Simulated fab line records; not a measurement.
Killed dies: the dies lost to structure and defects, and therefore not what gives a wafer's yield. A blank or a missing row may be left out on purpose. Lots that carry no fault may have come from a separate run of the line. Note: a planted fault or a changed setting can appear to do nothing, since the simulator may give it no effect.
What tool caused it? | flow nand-harc | 12 lots, 36 wafers sampled, at 5 steps of a route of 1302

WHAT THE GAUGES SHOWED, per wafer
NHARC_END_SORT_01. Usual: killed-at-array 62, standard deviation 16; killed-at-other 0.8, standard deviation 1.1; killed-at-periphery 4, standard deviation 3.2; killed-dies 67, standard deviation 16; killed-open 3.5, standard deviation 1.9; killed-short 2.1, standard deviation 1.5.
lot  | measured     | on        | killed-at-array | killed-at-other | killed-at-periphery | killed-dies | killed-open | killed-short | flag
L539 | day 25 20:28 | prober-02 | 17 26 24        | 2 5 3           | 4 5 2               | 23 36 29    | 3 3 3       | 4 0 3        |
L546 | day 29 01:47 | prober-01 | 509 65 60       | 0 1 0           | 3 3 5               | 512 69 65   | 1 3 5       | 3 2 0        | OFF
L548 | day 29 09:35 | prober-01 | 559 53 46       | 2 0 0           | 3 10 8              | 564 63 54   | 1 3 2       | 2 2 0        | OFF
L552 | day 30 02:01 | prober-02 | 61 57 64        | 0 0 0           | 5 3 3               | 66 60 67    | 5 4 5       | 4 0 6        |
L560 | day 34 14:34 | prober-01 | 58 63 45        | 0 0 2           | 0 4 3               | 58 67 50    | 2 2 6       | 2 4 1        |

TOOL THAT RAN EACH LOT (tool first, then ch and the chambers of the sampled wafers, then the start)
lot  | NHARC_A_CONTACT_ETCH_116             | NHARC_A_CONTACT_ETCH_120             | NHARC_A_CONTACT_ETCH_121             | NHARC_A_CONTACT_ETCH_102
L537 | har-cap-etch-01 ch 0, day 21 13:16   | har-cap-etch-01 ch 0, day 21 13:57   | har-cap-etch-01 ch 0, day 21 14:07   | rie-diel-03 ch 1,2,3, day 21 15:56
L538 | har-cap-etch-02 ch 0,1, day 22 06:14 | har-cap-etch-02 ch 0,1, day 22 06:56 | har-cap-etch-02 ch 0,1, day 22 07:06 | rie-diel-03 ch 0,1,2, day 22 09:01
L539 | har-cap-etch-01 ch 0,1, day 22 19:04 | har-cap-etch-01 ch 0,1, day 22 19:58 | har-cap-etch-01 ch 0,1, day 22 20:12 | rie-diel-03 ch 0,2,3, day 22 22:26
L546 | har-cap-etch-02 ch 0,1, day 25 11:22 | har-cap-etch-02 ch 0,1, day 25 13:00 | har-cap-etch-02 ch 0,1, day 25 13:10 | rie-diel-03 ch 1,2, day 25 14:57
L548 | har-cap-etch-01 ch 0,1, day 26 01:17 | har-cap-etch-01 ch 0,1, day 26 01:58 | har-cap-etch-01 ch 0,1, day 26 02:08 | rie-diel-03 ch 1,2,3, day 26 03:58
L552 | har-cap-etch-03 ch 0,1, day 27 08:07 | har-cap-etch-03 ch 0,1, day 27 08:47 | har-cap-etch-03 ch 0,1, day 27 08:58 | rie-diel-04 ch 0,1,2, day 27 10:46
L558 | har-cap-etch-01 ch 0,1, day 29 07:15 | har-cap-etch-01 ch 0,1, day 29 07:56 | har-cap-etch-01 ch 0,1, day 29 08:07 | rie-diel-04 ch 0,1,3, day 29 09:58
L555 | har-cap-etch-02 ch 0,1, day 29 11:03 | har-cap-etch-02 ch 0,1, day 29 11:44 | har-cap-etch-02 ch 0,1, day 29 11:54 | rie-diel-11 ch 1,3, day 29 13:44
L556 | har-cap-etch-03 ch 0,1, day 29 11:47 | har-cap-etch-03 ch 0,1, day 29 12:28 | har-cap-etch-03 ch 0,1, day 29 12:38 | rie-diel-11 ch 1,2,3, day 29 14:26
L557 | har-cap-etch-02 ch 0,1, day 30 04:35 | har-cap-etch-02 ch 0,1, day 30 05:16 | har-cap-etch-02 ch 0,1, day 30 05:26 | rie-diel-04 ch 0,3, day 30 07:16
L559 | har-cap-etch-02 ch 0,1, day 31 08:19 | har-cap-etch-02 ch 0,1, day 31 09:00 | har-cap-etch-02 ch 0,1, day 31 09:10 | rie-diel-03 ch 1,2,3, day 31 10:59
L560 | har-cap-etch-03 ch 1, day 31 10:42   | har-cap-etch-03 ch 1, day 31 11:23   | har-cap-etch-03 ch 1, day 31 11:33   | rie-diel-03 ch 0,1, day 31 13:23
- NHARC_A_CONTACT_ETCH_116: etches the open film in C4F8/O2/Ar, time 190 s, target depth 1850 nm.
- NHARC_A_CONTACT_ETCH_120: etches the open film in C4F8/O2/Ar, time 190 s, target depth 1850 nm.
- NHARC_A_CONTACT_ETCH_121: etches the open film in C4F8/O2/Ar, time 190 s, target depth 1850 nm.
- NHARC_A_CONTACT_ETCH_102: etches the open film in CF4/O2, target depth 100 nm, overetch 10 nm, time 55 s.

WHAT THE TOOLS THEMSELVES READ (means of the sampled wafers that have a number; where no wafer has one, the mark that the record gives instead)
NHARC_A_CONTACT_ETCH_116. Usual: chamber-pressure-mTorr reads 19.999 mTorr (standard deviation 0.017).
lot  | tool            | chamber-pressure-mTorr (mTorr) | flag
L537 | har-cap-etch-01 | 19.983                         |
L538 | har-cap-etch-02 | 19.988                         |
L539 | har-cap-etch-01 | 20.011                         |
L546 | har-cap-etch-02 | 19.998                         |
L548 | har-cap-etch-01 | 20.011                         |
L552 | har-cap-etch-03 | 19.987                         |
L558 | har-cap-etch-01 | 20.003                         |
L555 | har-cap-etch-02 | 20.023                         |
L556 | har-cap-etch-03 | 19.992                         |
L557 | har-cap-etch-02 | 20.006                         |
L559 | har-cap-etch-02 | 20.015                         |
L560 | har-cap-etch-03 | 20.016                         |

NHARC_A_CONTACT_ETCH_120. Usual: chamber-pressure-mTorr reads 19.997 mTorr (standard deviation 0.017).
lot  | tool            | chamber-pressure-mTorr (mTorr) | flag
L537 | har-cap-etch-01 | 20.005                         |
L538 | har-cap-etch-02 | 20.004                         |
L539 | har-cap-etch-01 | 19.973                         |
L546 | har-cap-etch-02 | 20.007                         |
L548 | har-cap-etch-01 | 20.008                         |
L552 | har-cap-etch-03 | 19.996                         |
L558 | har-cap-etch-01 | 19.982                         |
L555 | har-cap-etch-02 | 19.999                         |
L556 | har-cap-etch-03 | 20.000                         |
L557 | har-cap-etch-02 | 19.974                         |
L559 | har-cap-etch-02 | 19.999                         |
L560 | har-cap-etch-03 | 19.999                         |

NHARC_A_CONTACT_ETCH_121. Usual: chamber-pressure-mTorr reads 20.002 mTorr (standard deviation 0.019).
lot  | tool            | chamber-pressure-mTorr (mTorr) | flag
L537 | har-cap-etch-01 | 20.000                         |
L538 | har-cap-etch-02 | 20.016                         |
L539 | har-cap-etch-01 | 20.026                         |
L546 | har-cap-etch-02 | 20.007                         |
L548 | har-cap-etch-01 | 19.997                         |
L552 | har-cap-etch-03 | 20.005                         |
L558 | har-cap-etch-01 | 19.998                         |
L555 | har-cap-etch-02 | 19.998                         |
L556 | har-cap-etch-03 | 20.023                         |
L557 | har-cap-etch-02 | 20.000                         |
L559 | har-cap-etch-02 | 20.013                         |
L560 | har-cap-etch-03 | 19.980                         |

NHARC_A_CONTACT_ETCH_102. Usual: chamber-pressure-mTorr 29.999 mTorr, standard deviation 0.028; drypump-motor-current-A 5.8 A, standard deviation 0.43; o2-flow-sccm 19.99 sccm, standard deviation 0.063; oes-product-au 1.001 a.u., standard deviation 0.0073; rf-vpp-V 198.2 V, standard deviation 1.2; showerhead-plenum-p-Torr 1.35 Torr, standard deviation 0.045; throttle-valve-pct 13.398 %, standard deviation 0.0083.
lot  | tool        | chamber-pressure-mTorr (mTorr) | drypump-motor-current-A (A) | o2-flow-sccm (sccm) | oes-product-au (a.u.) | rf-vpp-V (V) | showerhead-plenum-p-Torr (Torr) | throttle-valve-pct (%) | flag
L537 | rie-diel-03 | 29.997                         | 6.2                         | 19.94               | 0.998                 | 198.2        | 1.36                            | 13.395                 |
L538 | rie-diel-03 | 30.013                         | 5.8                         | 19.93               | 1.002                 | 198.7        | 1.35                            | 13.396                 |
L539 | rie-diel-03 | 29.982                         | 5.9                         | 19.94               | 1.000                 | 198.8        | 1.34                            | 13.398                 |
L546 | rie-diel-03 | 30.009                         | 6.0                         | 19.95               | 0.988                 | 197.7        | 1.33                            | 13.389                 |
L548 | rie-diel-03 | 30.004                         | 6.2                         | 19.98               | 0.979                 | 197.7        | 1.36                            | 13.397                 | OFF
L552 | rie-diel-04 | 30.040                         | 5.8                         | 19.99               | 1.002                 | 198.5        | 1.36                            | 13.406                 |
L558 | rie-diel-04 | 29.995                         | 5.4                         | 20.07               | 1.000                 | 196.9        | 1.33                            | 13.401                 |
L555 | rie-diel-11 | 30.010                         | 5.7                         | 20.03               | 0.998                 | 197.6        | 1.34                            | 13.393                 |
L556 | rie-diel-11 | 30.012                         | 5.7                         | 20.01               | 1.005                 | 198.5        | 1.36                            | 13.401                 |
L557 | rie-diel-04 | 30.000                         | 5.2                         | 20.00               | 1.007                 | 197.7        | 1.31                            | 13.399                 |
L559 | rie-diel-03 | 29.979                         | 6.2                         | 19.95               | 1.003                 | 198.7        | 1.35                            | 13.405                 |
L560 | rie-diel-03 | 30.017                         | 5.9                         | 20.04               | 1.002                 | 199.3        | 1.37                            | 13.398                 |

THE ANSWER, worked out from the rows above alone
Rule: lot off if the mean of its wafers having a number is beyond 3 standard deviations from the usual mean. A lot without any number at a reading at which 4 lots or more have one is off too. Any other lot the step has rows for is counted as sound. The gauges are gone through in route order, then the tools' own readings, and for those a lot's mean is taken as printed above. At the first step where some lot is off, the reading lying furthest off is the one used; lots without a number count as furthest.
Off: L546, L548 (NHARC_END_SORT_01, killed-dies). Neither off nor sound, because the step has no rows for them: L537, L538, L558, L555, L556, L557, L559.
A tool fits if, at a process step before that reading, it ran every lot that is off, and no sound lot after the first of them. Those tools and the gauges at NHARC_END_SORT_01 are tried in the same way. No candidate that was tried fits.

WHAT THE SIMULATOR HAD INSERTED
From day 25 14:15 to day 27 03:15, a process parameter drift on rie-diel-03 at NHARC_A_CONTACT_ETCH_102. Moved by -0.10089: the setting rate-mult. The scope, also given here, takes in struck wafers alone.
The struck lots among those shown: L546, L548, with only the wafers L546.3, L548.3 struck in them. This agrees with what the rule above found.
